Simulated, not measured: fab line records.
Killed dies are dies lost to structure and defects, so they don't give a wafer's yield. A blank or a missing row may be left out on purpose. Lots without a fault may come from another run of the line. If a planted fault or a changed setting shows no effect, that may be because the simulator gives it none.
fab line records	flow n5-finfet
record lots=7	wafers=21
route steps=1938 shown WELL_APT@36 PMOS_HMC_CHANNEL_EPI@69 FIN_CUT@169 DUMMY_GATE@223 SD_EPI_N@288 SD_ACTIVATION@330 GATE_CUT@500 BEOL_M0_SAQP@636
start-h: start of the lot's first displayed wafer, in hours after the record's first day	wait-h: hours elapsed since this lot's preceding step	" same as the row above	L1.1+2: one row covering several wafers at once	- no value present, or no start provided	* or withheld: withheld	< > ~ a bound
route shown NAME@n: a module of which the file shows steps, and the number in the route of the first	usual: average and standard deviation across the fault-free wafers	same: alike in all rows	chamber/n: place in a boat	sites: each site's reading	_std_site: the values' standard deviation	_edge_site: the outer-site mean with the inner-site mean subtracted	radius-mm: for every site, how far away it sits from the centre of the wafer	mask NAME#n: copy n	behind: the last tool/chamber to shape the wafer	hold: what put the lot on hold/how long, in hours/how the hold closed	device: whichever transistor did not switch (one of n, p or np)	end of line: the route-end tests of the same wafers	step lacking rows: just its recipe	killed: dies lost to structure and defects at the first sort, not the wafer's yield	map: a wafer's dies, x killed, . not, _ none there
set.NAME: the setting that was run; set.NAME@STEP: the one run at that earlier step	model.NAME: the simulator's own value behind a step, which no gauge read
one table per step and one row per wafer, for lots whose settings were changed on purpose
## steps
# step N5_WELL_APT_COAT_19
# recipe spin-rpm=1357	resist-thk-nm=950
lot.wafer	tool	chamber	start-h	wait-h	set.spin-rpm	model.coat_of_WELL_APT_COAT_19.thk-nm
L077.2	litho-track-04	0	-	-	1357	958.2
L077.3	"	0	"	"	1496	911.4
L077.4	"	0	"	"	1357	960.4
L078.1	litho-track-01	0	-	-	1357	945.6
L078.2	"	0	"	"	1357	947
L078.6	"	0	"	"	1357	946.7
L079.2	litho-track-04	0	-	-	1357	950.5
L079.5	"	0	"	"	1357	951.1
L079.6	"	0	"	"	1445	922.8
L080.3	litho-track-04	0	-	-	1357	944.4
L080.4	"	0	"	"	1357	950.7
L080.5	"	0	"	"	1357	949.3
L083.2	litho-track-04	0	-	-	1357	951.1
L083.3	"	0	"	"	1357	949
L083.5	"	0	"	"	1357	951.5
L084.1	litho-track-03	0	-	-	1234	999
L084.2	"	0	"	"	1357	952.6
L084.4	"	0	"	"	1234	1001
L085.2	litho-track-01	0	-	-	1357	947.4
L085.5	"	0	"	"	1357	942.4
L085.6	"	0	"	"	1427	923.9
# step N5_WELL_APT_EXPOSE_22
# recipe mask-id=PWELL	na=0.8	source-shape=conventional	sigma-outer=0.8	polarization=unpolarized	defocus-nm=0	target-cd-nm=200	dose-mj=23.2
lot.wafer	tool	chamber	start-h	wait-h	mask	set.dose-mj
L077.2+3+4	krf-scanner-01	0	32.65	-	PWELL#0	23.2
L078.1+2+6	krf-scanner-01	0	38.66	-	PWELL#0	23.2
L079.2+6	krf-scanner-02	0	44.76	-	PWELL#0	22.39
L079.5	"	0	"	"	PWELL#0	23.2
L080.3+4+5	krf-scanner-01	0	50.89	-	PWELL#0	23.2
L083.2+3+5	krf-scanner-01	0	69.12	-	PWELL#0	23.2
L084.1	krf-scanner-01	0	74.88	-	PWELL#0	22.13
L084.2+4	"	0	"	"	PWELL#0	23.2
L085.2	krf-scanner-02	0	81.23	-	PWELL#0	24.53
L085.5+6	"	0	"	"	PWELL#0	23.2
# step N5_WELL_APT_PEB_23
# recipe peb-temp-c=130	peb-time-s=90
# step N5_WELL_APT_DEVELOP_24
# recipe develop-time-s=45	rinse-liquid=surfactant-rinse	dry=air-spin	dev-temp-c=21
# step N5_WELL_APT_HARDBAKE_29
# recipe temp-c=130	time-s=120
# step N5_WELL_APT_CD_MEAS_25
# recipe target-cd-nm=200	landing-energy-ev=500	detector=se-inlens
# usual cd-nm=200.2/2.6
lot.wafer	tool	chamber	start-h	wait-h	set.dose-mj@WELL_APT_EXPOSE_22	cd-nm
L077.2	cd-sem-02	0	32.81	-	23.2	202.6
L077.3	"	0	"	"	23.2	204.4
L077.4	"	0	"	"	23.2	202.3
L078.1	cd-sem-01	0	38.84	-	23.2	201.6
L078.2	"	0	"	"	23.2	203.2
L078.6	"	0	"	"	23.2	199.4
L079.2	cd-sem-01	0	44.93	-	22.39	186.5
L079.5	"	0	"	"	23.2	195.3
L079.6	"	0	"	"	22.39	190.5
L080.3	cd-sem-02	0	51.05	-	23.2	200.9
L080.4	"	0	"	"	23.2	202.9
L080.5	"	0	"	"	23.2	202.0
L083.2	cd-sem-02	0	69.29	-	23.2	196.4
L083.3	"	0	"	"	23.2	198.6
L083.5	"	0	"	"	23.2	196.2
L084.1	cd-sem-02	0	75.05	-	22.13	190.7
L084.2	"	0	"	"	23.2	201.5
L084.4	"	0	"	"	23.2	197.9
L085.2	cd-sem-02	0	81.40	-	24.53	214.4
L085.5	"	0	"	"	23.2	202.4
L085.6	"	0	"	"	23.2	203.0
# step N5_WELL_APT_DESCUM_30
# recipe chemistry=O2	time-s=7.9	source-power-w=50	bias-power-w=20	pressure-mtorr=20	rf-frequency-hz=2.712e+07	temp-c=40	o2-flow-sccm=225
lot.wafer	tool	chamber	start-h	wait-h	set.dose-mj@WELL_APT_EXPOSE_22	model.WELL_APT.cd-nm
L077.2	rie-diel-05	2	32.90	0.0	23.2	202.8
L077.3	"	1	"	"	23.2	204.3
L077.4	"	3	"	"	23.2	202.4
L078.1	rie-diel-02	1	38.93	0.0	23.2	201.7
L078.2	"	0	"	"	23.2	203.3
L078.6	"	0	"	"	23.2	199.5
L079.2	rie-diel-05	0	45.15	0.2	22.39	186.5
L079.5	"	0	"	"	23.2	195
L079.6	"	1	"	"	22.39	190.4
L080.3	rie-diel-02	2	51.14	0.0	23.2	200.9
L080.4	"	3	"	"	23.2	203
L080.5	"	2	"	"	23.2	202.3
L083.2	rie-diel-02	0	69.38	0.0	23.2	196.7
L083.3	"	3	"	"	23.2	198.7
L083.5	"	2	"	"	23.2	196
L084.1	rie-diel-05	1	75.72	0.6	22.13	190.5
L084.2	"	0	"	"	23.2	201.1
L084.4	"	3	"	"	23.2	198.6
L085.2	rie-diel-02	0	81.49	0.0	24.53	214.9
L085.5	"	1	"	"	23.2	202.5
L085.6	"	2	"	"	23.2	202.8
# step N5_PMOS_HMC_CHANNEL_EPI_ETCH_32
# recipe chemistry=N2/H2	target=BARC	stop-on=SiO2	target-depth-a=858	over-etch-frac=0.3	time-s=50.3	ion-energy-ev=200	mask-material=CAR-ArF-block	pressure-mtorr=30	source-w=840	bias-w=150	n2-flow-sccm=200	h2-flow-sccm=200
# usual rf-vpp-V=522.9/2.3
lot.wafer	tool	chamber	start-h	wait-h	set.bias-w	rf-vpp-V
L077.2	rie-diel-01	2	35.32	0.0	130.4	478.3
L077.3	"	0	"	"	150	520.6
L077.4	"	1	"	"	150	521.7
L078.1	rie-diel-04	3	41.17	0.0	150	523.8
L078.2	"	0	"	"	150	526.3
L078.6	"	0	"	"	150	525.2
L079.2	rie-diel-04	2	47.35	0.0	150	522.3
L079.5	"	3	"	"	168.9	565.8
L079.6	"	2	"	"	150	520.9
L080.3	rie-diel-01	2	53.61	0.0	150	522.8
L080.4	"	0	"	"	150	520.5
L080.5	"	2	"	"	150	522.9
L083.2	rie-diel-03	1	71.81	0.0	150	523.4
L083.3	"	2	"	"	131.2	482.2
L083.5	"	0	"	"	150	519.7
L084.1	rie-diel-03	0	78.06	0.0	150	519.9
L084.2	"	1	"	"	150	523.6
L084.4	"	3	"	"	157.8	539.6
L085.2	rie-diel-03	3	83.78	0.0	150	523.6
L085.5	"	2	"	"	150	526.6
L085.6	"	1	"	"	137.3	493.7
# step N5_FIN_CUT_ETCH_21
# recipe chemistry=N2/H2	target=SOC	target-depth-a=2190	overetch-a=438	mask-material=SiARC	temp-c=40	ion-energy-ev=100	bias-w=61	time-s=523.5	pressure-mtorr=30	source-w=850	n2-flow-sccm=200	h2-flow-sccm=200
# usual rf-vpp-V=240.4/1.4
lot.wafer	tool	chamber	start-h	wait-h	set.bias-w	rf-vpp-V
L077.2	rie-diel-04	3	45.57	0.0	61	241.0
L077.3	"	2	"	"	61	238.4
L077.4	"	1	"	"	69.01	259.6
L078.1	rie-diel-04	2	51.29	0.0	61	239.9
L078.2	"	3	"	"	61	241.6
L078.6	"	1	"	"	61	240.4
L079.2	rie-diel-04	0	57.20	0.0	63.91	248.6
L079.5	"	1	"	"	63.91	248.7
L079.6	"	2	"	"	61	238.9
L080.3	rie-diel-04	2	63.56	0.0	61	239.5
L080.4	"	3	"	"	61	242.2
L080.5	"	2	"	"	56.25	224.8
L083.2	rie-diel-03	3	81.38	0.0	61	239.2
L083.3	"	2	"	"	61	241.5
L083.5	"	0	"	"	61	238.3
L084.1	rie-diel-04	3	87.14	0.0	61	239.5
L084.2	"	0	"	"	61	241.9
L084.4	"	1	"	"	61	242.1
L085.2	rie-diel-03	1	98.16	0.0	61	240.3
L085.5	"	3	"	"	55.78	227.0
L085.6	"	1	"	"	61	238.1
# step N5_DUMMY_GATE_COAT_35
# recipe resist=SiARC	temp-c=220	time-s=60	spin-rpm=1500	resist-thk-nm=10
lot.wafer	tool	chamber	start-h	wait-h	set.spin-rpm	model.SiARC_of_DUMMY_GATE_COAT_35.thk-nm
L077.2+4	litho-track-01	0	-	-	1500	10
L077.3	"	0	"	"	1630	9.6
L078.1+2+6	litho-track-02	0	-	-	1500	10
L079.2+6	litho-track-01	0	-	-	1500	10
L079.5	"	0	"	"	1600	9.6
L080.3+5	litho-track-05	0	-	-	1338	10.6
L080.4	"	0	"	"	1500	10
L083.2+3	litho-track-05	0	-	-	1500	10
L083.5	"	0	"	"	1418	10.4
L084.1+2+4	litho-track-02	0	-	-	1500	10
L085.2+5+6	litho-track-02	0	-	-	1500	10
# step N5_DUMMY_GATE_COAT_28
# recipe resist=underlayer	temp-c=205	time-s=60	spin-rpm=1500	resist-thk-nm=10
lot.wafer	tool	chamber	start-h	wait-h	set.spin-rpm	model.underlayer_of_DUMMY_GATE_COAT_28.thk-nm
L077.2+4	litho-track-01	0	-	-	1500	10
L077.3	"	0	"	"	1629	9.6
L078.1+2+6	litho-track-02	0	-	-	1500	10
L079.2	litho-track-01	0	-	-	1500	10
L079.5+6	"	0	"	"	1366	10.4
L080.3+4+5	litho-track-05	0	-	-	1500	10
L083.2+3+5	litho-track-05	0	-	-	1500	10
L084.1	litho-track-02	0	-	-	1500	10
L084.2+4	"	0	"	"	1347	10.6
L085.2+5+6	litho-track-02	0	-	-	1500	10
# step N5_SD_EPI_N_EPI_21
# recipe material=Si:P	dopant=P	temp-c=680	pressure-torr=255	time-s=690
lot.wafer	tool	chamber	start-h	wait-h	set.temp-c	model.Si-P_of_SD_EPI_N_EPI_21.thk-nm
L077.2+3	epi-rpcvd-02	0	76.25	0.5	680	59.4
L077.4	"	0	"	"	680	59.2
L078.1+2	epi-rpcvd-04	0	78.37	0.1	680	60.6
L078.6	"	0	79.77	1.4	680	59.6
L079.2	epi-rpcvd-02	0	81.88	0.5	680	59
L079.5	"	0	83.00	1.5	682.6	62.2
L079.6	"	0	"	"	680	59.2
L080.3	epi-rpcvd-01	0	86.75	0.7	680	58.2
L080.4	"	0	"	"	675.4	54.2
L080.5	"	0	"	"	675.4	53.8
L083.2	epi-rpcvd-01	0	106.61	0.5	680	60.8
L083.3	"	0	"	"	682.7	63.2
L083.5	"	0	"	"	680	61.2
L084.1+4	epi-rpcvd-01	0	112.73	0.2	678	56.6
L084.2	"	0	"	"	678	56.4
L085.2	epi-rpcvd-01	0	121.72	0.5	675.7	56.2
L085.5	"	0	122.84	1.5	680	59.4
L085.6	"	0	"	"	675.7	56.6
# step N5_SD_EPI_N_PRECLEAN_49
# recipe chemistry=NF3:NH3	afs-cycles=1	temp-c=30	time-s=20	sublimation-temp-c=180	sublimation-time-s=60	pressure-torr=3	rf-power-w=30
lot.wafer	tool	chamber	start-h	wait-h	set.time-s
L077.2+4	remote-plasma-01	1	78.29	0.1	20
L077.3	"	1	"	"	16.51
L078.1+2+6	remote-plasma-01	0	80.19	0.0	20
L079.2+5+6	remote-plasma-01	1	83.93	0.1	20
L080.3+4	remote-plasma-02	1	88.07	0.1	16.34
L080.5	"	1	"	"	20
L083.2	remote-plasma-01	1	108.64	0.1	20
L083.3+5	"	1	"	"	16.3
L084.1	remote-plasma-02	0	115.11	0.0	20
L084.2+4	"	0	"	"	22.14
L085.2	remote-plasma-02	1	123.76	0.1	17.04
L085.5+6	"	1	"	"	20
# step N5_SD_EPI_N_LINER_46
# recipe material=SiNx	target-thk-a=30	temp-c=400	ald-precursor-family=SiH2I2	ald-co-reactant=N2/H2-plasma	pressure-torr=2
# step N5_SD_ACTIVATION_RTA_00
# recipe temp-c=975	time-s=0	ambient=N2	idle-temp-c=600	ramp-up-c-per-s=150	ramp-down-c-per-s=60	cool-to-c=600
# step N5_SD_ACTIVATION_LSA_01
# recipe temp-c=1080	time-s=0.0008	ambient=N2
# step N5_SD_ACTIVATION_RS_MEAS_03
# recipe thk-meas-gauge=four-point-probe
# usual RS_SD_N=21.9/0.33	RS_SD_P=56.1/0.91
lot.wafer	tool	chamber	start-h	wait-h	set.temp-c@SD_EPI_N_EPI_21	RS_SD_N[ohm/sq]	RS_SD_P[ohm/sq]
L077.2	film-metro-01	-	83.25	0.2	680	21.6	57.6
L077.3	"	-	"	"	680	21.6	56.9
L077.4	"	-	"	"	680	21.7	57.0
L078.1	film-metro-01	-	86.51	0.2	680	21.3	56.0
L078.2	"	-	"	"	680	21.4	56.0
L078.6	"	-	"	"	680	21.6	56.1
L079.2	film-metro-01	-	89.95	0.2	680	22.1	57.2
L079.5	"	-	"	"	682.6	21.0	56.6
L079.6	"	-	"	"	680	21.9	56.6
L080.3	film-metro-02	-	93.53	0.2	680	22.2	56.2
L080.4	"	-	"	"	675.4	23.7	56.6
L080.5	"	-	"	"	675.4	23.8	56.3
L083.2	film-metro-01	-	113.79	0.2	680	21.1	54.5
L083.3	"	-	"	"	682.7	20.4	55.8
L083.5	"	-	"	"	680	21.1	55.2
L084.1	film-metro-02	-	120.40	0.2	678	23.0	55.9
L084.2	"	-	"	"	678	22.9	56.8
L084.4	"	-	"	"	678	22.8	55.9
L085.2	film-metro-02	-	130.51	0.2	675.7	23.3	55.7
L085.5	"	-	"	"	680	21.7	56.6
L085.6	"	-	"	"	675.7	22.6	56.3
# step N5_GATE_CUT_CUT_ETCH_53
# recipe chemistry=SF6/Cl2	target=W	mask-material=SiO2	target-depth-a=792	pressure-mtorr=8	icp-w=900	bias-w=80	SF6_flow_sccm=40	Cl2_flow_sccm=60	ends=cleared
# usual etch-rf-on-time-s=26.5/0.73
lot.wafer	tool	chamber	start-h	wait-h	set.icp-w	etch-rf-on-time-s
L077.2	rie-metal-01	0	110.35	0.1	900	26.8
L077.3	"	1	"	"	900	27.2
L077.4	"	0	"	"	900	26.9
L078.1	rie-metal-01	0	113.62	0.1	900	26.8
L078.2	"	1	"	"	900	27.2
L078.6	"	0	"	"	900	27.0
L079.2	rie-metal-03	1	114.92	0.1	900	26.1
L079.5	"	0	"	"	900	26.0
L079.6	"	1	"	"	900	26.1
L080.3	rie-metal-01	1	118.79	0.1	996.2	25.0
L080.4	"	0	"	"	900	26.7
L080.5	"	1	"	"	900	27.0
L083.2	rie-metal-02	0	138.67	0.1	900	25.3
L083.3	"	0	"	"	768.7	29.1
L083.5	"	0	"	"	768.7	29.1
L084.1	rie-metal-01	1	147.35	0.1	900	27.3
L084.2	"	0	"	"	900	26.6
L084.4	"	1	"	"	900	27.2
L085.2	rie-metal-03	0	157.01	0.1	900	26.6
L085.5	"	0	"	"	900	26.4
L085.6	"	1	"	"	952.8	24.7
# step N5_BEOL_M0_SAQP_PECVD_96
# recipe material=a-Si	target-thk-a=450	temp-c=350	precursor=SiH4/He	pressure-torr=3	rf-w=100	time-s=45.2
lot.wafer	tool	chamber	start-h	wait-h	set.time-s	model.a-Si_of_BEOL_M0_SAQP_PECVD_96.thk-nm
L078.1	pecvd-02	0	133.04	0.0	45.2	45.2
L078.2	"	1	"	"	45.2	44
L078.6	"	2	"	"	45.2	44.8
L077.2	pecvd-04	1	138.38	0.0	45.2	44.6
L077.3+4	"	2,0	"	"	45.2	45.2
L079.2	pecvd-02	1	138.90	0.0	50.36	48.6
L079.5	"	1	"	"	45.2	44.2
L079.6	"	0	"	"	50.36	51
L080.3	pecvd-02	2	142.58	0.0	48.32	48.2
L080.4	"	0	"	"	48.32	49.4
L080.5	"	2	"	"	48.32	48.4
L083.2	pecvd-02	0	160.86	0.0	41.65	41.4
L083.3	"	1	"	"	41.65	40.8
L083.5	"	0	"	"	45.2	45.8
L084.1	pecvd-04	2	173.04	0.0	45.2	45.4
L084.2	"	0	"	"	45.2	44.6
L084.4	"	2	"	"	45.2	46.6
L085.2	pecvd-01	0	181.01	0.0	43.1	41.4
L085.5	"	2	"	"	45.2	45
L085.6	"	0	"	"	43.1	42.2
# step N5_BEOL_M0_SAQP_SPACER1_ALD_98
# recipe material=SiO2	target-thk-a=128	temp-c=300	ald-precursor-family=BDEAS	ald-co-reactant=O2-plasma	pulse-time-s=1	purge-time-s=2	co-reactant-purge-time-s=2	ald-cycles=138	pressure-torr=2
lot.wafer	tool	chamber	start-h	wait-h	set.temp-c
L078.1+2+6	ald-sin-04	2,0,2	134.59	0.3	300
L077.2	ald-sin-03	2	139.93	0.3	300
L077.3+4	"	1,0	"	"	311.1
L079.2+5+6	ald-sin-02	2,2,3	140.42	0.3	294.9
L080.3+4	ald-sin-02	1,2	145.25	1.2	312.4
L080.5	"	2	"	"	300
L083.2+3	ald-sin-04	1,2	162.56	0.4	309
L083.5	"	0	"	"	300
L084.1+2+4	ald-sin-04	3,0,1	174.69	0.3	300
L085.2+5	ald-sin-04	1,3	183.07	0.5	300
L085.6	"	0	"	"	303.7
# step N5_BEOL_M0_SAQP_SPACER1_ETCHBACK_99
# recipe chemistry=CHF3/O2	mode=anisotropic-etchback	target=SiO2	target-depth-a=154	time-s=7.7	pressure-mtorr=30	source-w=650	bias-w=170	Ar_flow_sccm=200	CHF3_flow_sccm=50	O2_flow_sccm=5	ion-energy-ev=200
# step N5_BEOL_M0_SAQP_MANDREL1_REMOVE_100
# recipe chemistry=HBr/Cl2/O2	bt-time-s=10	target=a-Si	stop-on=SiNx	endpoint=OES-SiCl	over-etch-frac=0.85	icp-w=600	bias-w=30	HBr_flow_sccm=150	Cl2_flow_sccm=80	O2_flow_sccm=5	pressure-mtorr=10
# step N5_BEOL_M0_SAQP_ETCH_101
# recipe chemistry=CH3F/O2	target=SiNx	mask-material=SiO2	target-depth-a=299	time-s=42.7	pressure-mtorr=30	source-w=395	bias-w=73	Ar_flow_sccm=150	CH3F_flow_sccm=30	O2_flow_sccm=20	ion-energy-ev=120
# step N5_BEOL_M0_SAQP_ETCH_102
# recipe chemistry=CF4	target=SiO2	target-depth-a=40	ion-energy-ev=350	time-s=4.4	pressure-mtorr=10	icp-w=800	bias-w=400	cf4-flow-sccm=80
# step N5_BEOL_M0_SAQP_MANDREL_ETCH_103
# recipe chemistry=HBr/Cl2	target=a-Si	target-depth-a=450	bt-time-s=10	stop-on=SiCN	mask-material=SiO2	over-etch-frac=0.8	time-s=27	pressure-mtorr=10	icp-w=800	bias-w=75	HBr_flow_sccm=150	Cl2_flow_sccm=80	ends=end-point
lot.wafer	tool	chamber	start-h	wait-h	set.time-s@BEOL_M0_SAQP_PECVD_96	model.etch.depth-nm
L078.1	rie-si-05	0	135.44	0.0	45.2	45.16
L078.2	"	3	"	"	45.2	44.01
L078.6	"	1	"	"	45.2	44.78
L077.2	rie-si-06	1	140.78	0.0	45.2	44.56
L077.3	"	3	"	"	45.2	45.19
L077.4	"	0	"	"	45.2	45.17
L079.2	rie-si-06	2	141.43	0.0	50.36	48.66
L079.5	"	0	"	"	45.2	44.14
L079.6	"	3	"	"	50.36	51.08
L080.3	rie-si-06	3	146.10	0.0	48.32	48.12
L080.4	"	1	"	"	48.32	49.45
L080.5	"	0	"	"	48.32	48.48
L083.2	rie-si-06	2	163.61	0.0	41.65	41.45
L083.3	"	1	"	"	41.65	40.81
L083.5	"	3	"	"	45.2	45.79
L084.1	rie-si-04	3	175.54	0.0	45.2	45.31
L084.2	"	2	"	"	45.2	44.58
L084.4	"	1	"	"	45.2	46.57
L085.2	rie-si-05	1	183.92	0.0	43.1	41.39
L085.5	"	2	"	"	45.2	44.92
L085.6	"	1	"	"	43.1	42.29
## key
split step=N5_WELL_APT_COAT_19	setting=spin-rpm	stated=1357	by=wafer
response step=N5_WELL_APT_COAT_19	reading=model.coat_of_WELL_APT_COAT_19.thk-nm	change=-4.73	per=1%	r=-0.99
split step=N5_WELL_APT_EXPOSE_22	setting=dose-mj	stated=23.2	by=wafer
response step=N5_WELL_APT_CD_MEAS_25	reading=cd-nm	change=+2	per=1%	r=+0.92
response step=N5_WELL_APT_DESCUM_30	reading=model.WELL_APT.cd-nm	change=+2.05	per=1%	r=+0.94
split step=N5_PMOS_HMC_CHANNEL_EPI_ETCH_32	setting=bias-w	stated=150	by=wafer
response step=N5_PMOS_HMC_CHANNEL_EPI_ETCH_32	reading=rf-vpp-V	change=+3.36	per=1%	r=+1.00
split step=N5_FIN_CUT_ETCH_21	setting=bias-w	stated=61	by=wafer
response step=N5_FIN_CUT_ETCH_21	reading=rf-vpp-V	change=+1.63	per=1%	r=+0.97
split step=N5_DUMMY_GATE_COAT_35	setting=spin-rpm	stated=1500	by=wafer
response step=N5_DUMMY_GATE_COAT_35	reading=model.SiARC_of_DUMMY_GATE_COAT_35.thk-nm	change=-0.0556	per=1%	r=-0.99
split step=N5_DUMMY_GATE_COAT_28	setting=spin-rpm	stated=1500	by=wafer
response step=N5_DUMMY_GATE_COAT_28	reading=model.underlayer_of_DUMMY_GATE_COAT_28.thk-nm	change=-0.0509	per=1%	r=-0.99
split step=N5_SD_EPI_N_EPI_21	setting=temp-c	stated=680	by=wafer
response step=N5_SD_EPI_N_EPI_21	reading=model.Si-P_of_SD_EPI_N_EPI_21.thk-nm	change=+5.85	per=1%	r=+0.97
response step=N5_SD_ACTIVATION_RS_MEAS_03	reading=RS_SD_N	change=-2.19	per=1%	r=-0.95
split step=N5_SD_EPI_N_PRECLEAN_49	setting=time-s	stated=20	by=wafer
response none clear
split step=N5_GATE_CUT_CUT_ETCH_53	setting=icp-w	stated=900	by=wafer
response step=N5_GATE_CUT_CUT_ETCH_53	reading=etch-rf-on-time-s	change=*	per=1%	r=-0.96
split step=N5_BEOL_M0_SAQP_PECVD_96	setting=time-s	stated=45.2	by=wafer
response step=N5_BEOL_M0_SAQP_PECVD_96	reading=model.a-Si_of_BEOL_M0_SAQP_PECVD_96.thk-nm	change=+0.542	per=1%	r=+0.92
response step=N5_BEOL_M0_SAQP_MANDREL_ETCH_103	reading=model.etch.depth-nm	change=+0.545	per=1%	r=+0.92
split step=N5_BEOL_M0_SAQP_SPACER1_ALD_98	setting=temp-c	stated=300	by=wafer
response none clear
